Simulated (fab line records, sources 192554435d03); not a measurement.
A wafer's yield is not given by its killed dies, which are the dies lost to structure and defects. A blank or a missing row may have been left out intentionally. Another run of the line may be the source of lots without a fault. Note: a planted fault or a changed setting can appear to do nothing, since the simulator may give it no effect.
Matching of chambers :: flow n5 finfet :: pecvd-01 running N5_BEOL_M3_DEP_57: 3 sister chambers
The step deposits SiCN from 3MS/NH3, target thk 8 nm, time 14 s. 6 wafers are shown with their chamber, then 8 later ones without.

== EACH WAFER AND ITS CHAMBER ==
wafer: L082.4
chamber: 1
throttle valve pct (%): 10.4
showerhead vpp V (V): 905

wafer: L087.4
chamber: 2
throttle valve pct (%): 8.9
showerhead vpp V (V): 834

wafer: L089.1
chamber: 1
throttle valve pct (%): 10.3
showerhead vpp V (V): 915

wafer: L089.2
chamber: 0
throttle valve pct (%): 8.8
showerhead vpp V (V): 827

wafer: L089.6
chamber: 0
throttle valve pct (%): 8.7
showerhead vpp V (V): 839

wafer: L095.4
chamber: 2
throttle valve pct (%): 8.9
showerhead vpp V (V): 837

== WAFERS WITHOUT THEIR CHAMBER ==
wafer: L095.5
throttle valve pct (%): 8.9
showerhead vpp V (V): 832

wafer: L095.6
throttle valve pct (%): 10.2
showerhead vpp V (V): 907

wafer: L096.3
throttle valve pct (%): 8.9
showerhead vpp V (V): 833

wafer: L096.5
throttle valve pct (%): 8.9
showerhead vpp V (V): 838

wafer: L096.6
throttle valve pct (%): 10.4
showerhead vpp V (V): 901

wafer: L097.2
throttle valve pct (%): 9.0
showerhead vpp V (V): 833

wafer: L097.3
throttle valve pct (%): 8.7
showerhead vpp V (V): 833

wafer: L097.5
throttle valve pct (%): 10.2
showerhead vpp V (V): 916

== EACH ONE'S CHAMBER ==
wafer: L095.5
from the rows above: 2
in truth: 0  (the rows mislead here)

wafer: L095.6
from the rows above: 1
in truth: 1

wafer: L096.3
from the rows above: 2
in truth: 2

wafer: L096.5
from the rows above: 2
in truth: 2

wafer: L096.6
from the rows above: 1
in truth: 1

wafer: L097.2
from the rows above: 2
in truth: 2

wafer: L097.3
from the rows above: 0
in truth: 0

wafer: L097.5
from the rows above: 1
in truth: 1
Correctly placed: 7 of 8. Left unplaced by these rows: 0. Number placed wrongly: 1.
How it was worked out, from the rows above alone: a wafer's distance from a chamber is the root of the sum, over the readings, of the square of ((its reading less the chamber's mean) divided by the reading's scatter). If the next closest chamber is less than 2 further off than the closest, the wafer can't be placed; otherwise it belongs to the closest. The mean given for a chamber averages the wafers shown for that chamber. The scatter: the root of (the sum of the squares of (reading less its chamber's mean) over the shown wafers, divided by (wafers less chambers)).
